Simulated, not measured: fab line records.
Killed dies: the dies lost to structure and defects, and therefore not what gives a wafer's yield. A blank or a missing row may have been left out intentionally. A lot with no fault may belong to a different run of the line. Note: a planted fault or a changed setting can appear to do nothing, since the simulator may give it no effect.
Which tool was responsible? | flow nand_harc | 13 lots, 39 wafers sampled, at 6 steps of a route of 1302

## WHAT THE GAUGES READ, wafer by wafer
NHARC_A_CONTACT_CD_MEAS_80.
lot  | measured     | on        | cd_nm (nm)
L748 | day 23 02:57 | cd_sem-02 | 289.9 289.3 289.3
L752 | day 24 01:53 | cd_sem-03 | 288.9 287.7 288.5
L753 | day 24 05:33 | cd_sem-01 | 287.7 288.2 288.1
L755 | day 24 18:34 | cd_sem-03 | 289.6 289.7 289.0
L754 | day 24 20:21 | cd_sem-01 | 287.0 287.3 287.7
L756 | day 25 23:05 | cd_sem-01 | 290.2 289.2 290.2
L764 | day 29 16:37 | cd_sem-02 | 288.6 289.5 288.0
L766 | day 29 23:44 | cd_sem-01 | 290.1 289.9 290.2
L765 | day 30 01:38 | cd_sem-02 | 288.6 288.3 288.2
L767 | day 30 04:24 | cd_sem-02 | 290.0 290.3 290.2
L768 | day 30 06:29 | cd_sem-01 | 289.3 290.0 289.1
L771 | day 31 13:49 | cd_sem-03 | 290.4 290.7 290.2
L770 | day 32 08:17 | cd_sem-01 | 287.3 286.7 287.4

NHARC_A_CONTACT_INSPECT_10.
lot  | measured     | on                | raw_defect_count
L748 | day 23 06:44 | defect_inspect-02 | 80 97 109
L752 | day 24 11:16 | defect_inspect-02 | 59 55 70
L753 | day 24 15:11 | defect_inspect-02 | 125 123 109
L755 | day 24 22:06 | defect_inspect-02 | 447 434 411
L754 | day 24 23:53 | defect_inspect-02 | 518 491 460
L756 | day 26 03:37 | defect_inspect-02 | 79 98 75
L764 | day 29 20:13 | defect_inspect-02 | 100 100 127
L766 | day 30 03:08 | defect_inspect-02 | 148 141 150
L765 | day 30 05:10 | defect_inspect-02 | 35 42 28
L767 | day 30 07:58 | defect_inspect-01 | 69 78 73
L768 | day 30 12:03 | defect_inspect-01 | 93 72 83
L771 | day 32 00:37 | defect_inspect-01 | 131 157 140
L770 | day 32 11:50 | defect_inspect-01 | 100 84 83

NHARC_END_SORT_01.
lot  | measured     | on        | killed_at_array | killed_at_other | killed_at_periphery | killed_dies | killed_open | killed_short
L755 | day 26 23:14 | prober-01 | 97 97 105       | 2 1 1           | 0 5 2               | 99 103 108  | 4 2 3       | 0 1 1
L754 | day 27 08:34 | prober-01 | 119 143 133     | 2 0 0           | 2 1 2               | 123 144 135 | 1 3 4       | 3 0 0

## WHICH TOOL RAN EACH LOT (tool, then ch and the chambers of the sampled wafers, then the start)
lot  | NHARC_A_CONTACT_ETCH_131             | NHARC_A_CONTACT_DEP_84        | NHARC_A_CONTACT_ETCH_138
L748 | har_cap_etch-02 ch 0, day 23 01:36   | acl_dep-02 ch 0, day 23 04:08 | har_cap_etch-01 ch 0,1, day 23 09:08
L752 | har_cap_etch-02 ch 0,1, day 24 00:37 | acl_dep-03 ch 0, day 24 09:08 | har_cap_etch-03 ch 0,1, day 24 13:33
L753 | har_cap_etch-02 ch 0,1, day 24 04:09 | acl_dep-01 ch 0, day 24 12:52 | har_cap_etch-02 ch 0,1, day 24 17:25
L755 | har_cap_etch-01 ch 0,1, day 24 17:13 | acl_dep-03 ch 0, day 24 19:48 | har_cap_etch-02 ch 0,1, day 25 00:18
L754 | har_cap_etch-03 ch 0,1, day 24 19:04 | acl_dep-03 ch 0, day 24 22:10 | har_cap_etch-01 ch 0,1, day 25 02:10
L756 | har_cap_etch-02 ch 0,1, day 25 21:29 | acl_dep-02 ch 0, day 26 01:08 | har_cap_etch-02 ch 0,1, day 26 05:49
L764 | har_cap_etch-01 ch 0,1, day 29 15:13 | acl_dep-01 ch 0, day 29 17:40 | har_cap_etch-02 ch 1, day 29 22:40
L766 | har_cap_etch-01 ch 0,1, day 29 22:23 | acl_dep-01 ch 0, day 30 00:41 | har_cap_etch-03 ch 0,1, day 30 05:46
L765 | har_cap_etch-03 ch 0,1, day 30 00:02 | acl_dep-03 ch 0, day 30 02:35 | har_cap_etch-02 ch 0,1, day 30 07:22
L767 | har_cap_etch-02 ch 0,1, day 30 03:01 | acl_dep-02 ch 0, day 30 05:21 | har_cap_etch-01 ch 0,1, day 30 10:12
L768 | har_cap_etch-01 ch 0,1, day 30 05:08 | acl_dep-02 ch 0, day 30 09:33 | har_cap_etch-03 ch 0,1, day 30 14:35
L771 | har_cap_etch-02 ch 0,1, day 31 12:29 | acl_dep-03 ch 0, day 31 22:25 | har_cap_etch-02 ch 0,1, day 32 03:02
L770 | har_cap_etch-01 ch 0,1, day 32 06:43 | acl_dep-03 ch 0, day 32 09:22 | har_cap_etch-01 ch 0,1, day 32 14:13
- NHARC_A_CONTACT_ETCH_131: etches the open film in C4F8/O2/Ar, time 197 s, target depth 1918 nm.
- NHARC_A_CONTACT_DEP_84: deposits aC, target thk 2800 nm.
- NHARC_A_CONTACT_ETCH_138: etches the open film in C4F8/O2/Ar, time 311 s, target depth 1914 nm.

## AS READ BY THE TOOLS THEMSELVES (means over the sampled wafers that have a number; for cases with no such wafer, the mark the record gives instead)
NHARC_A_CONTACT_DEP_84.
lot  | tool       | susceptor_temp_C (C) | throttle_valve_pct (%)
L748 | acl_dep-02 | 399.86               | 34.993
L752 | acl_dep-03 | 400.41               | 35.005
L753 | acl_dep-01 | 399.87               | 34.997
L755 | acl_dep-03 | 400.04               | 34.991
L754 | acl_dep-03 | 400.02               | 34.999
L756 | acl_dep-02 | 400.04               | 35.000
L764 | acl_dep-01 | 399.87               | 34.998
L766 | acl_dep-01 | -                    | 34.994
L765 | acl_dep-03 | -                    | 35.002
L767 | acl_dep-02 | 399.78               | 34.996
L768 | acl_dep-02 | 399.89               | 34.997
L771 | acl_dep-03 | 400.11               | 35.001
L770 | acl_dep-03 | -                    | 34.999

## THE ANSWER, worked out from the rows above alone
Rule: the lots themselves supply what counts as usual. The widest of any qualifying gaps counts: lots, ordered by their means at a reading, are off when they make up no more than a third of the lots, leave a main group of 4 or more, and stand apart from it by 3 or more times the standard deviation of that group's means. If all means in a main group match to the digits the tables above print for the reading, that group is not used. A lot without any number at a reading at which 4 lots or more have one is off too. All remaining lots with rows at the step are treated as sound. First the gauges in route order, then the tools' own readings, where a lot's mean is used as printed above. At the first step where some lot is off, the reading lying furthest off is the one used; lots without a number count as furthest.
Off: L755, L754, at NHARC_A_CONTACT_INSPECT_10 (raw_defect_count). Mean 94 and standard deviation 32 in the main group.
If a tool, at a process step before that reading, ran all the lots that are off and no sound lot after the first of them, it fits. Gauges at NHARC_A_CONTACT_INSPECT_10: tried the same way as those tools. No candidate that was tried fits.

## WHAT HAD BEEN PUT IN BY THE SIMULATOR
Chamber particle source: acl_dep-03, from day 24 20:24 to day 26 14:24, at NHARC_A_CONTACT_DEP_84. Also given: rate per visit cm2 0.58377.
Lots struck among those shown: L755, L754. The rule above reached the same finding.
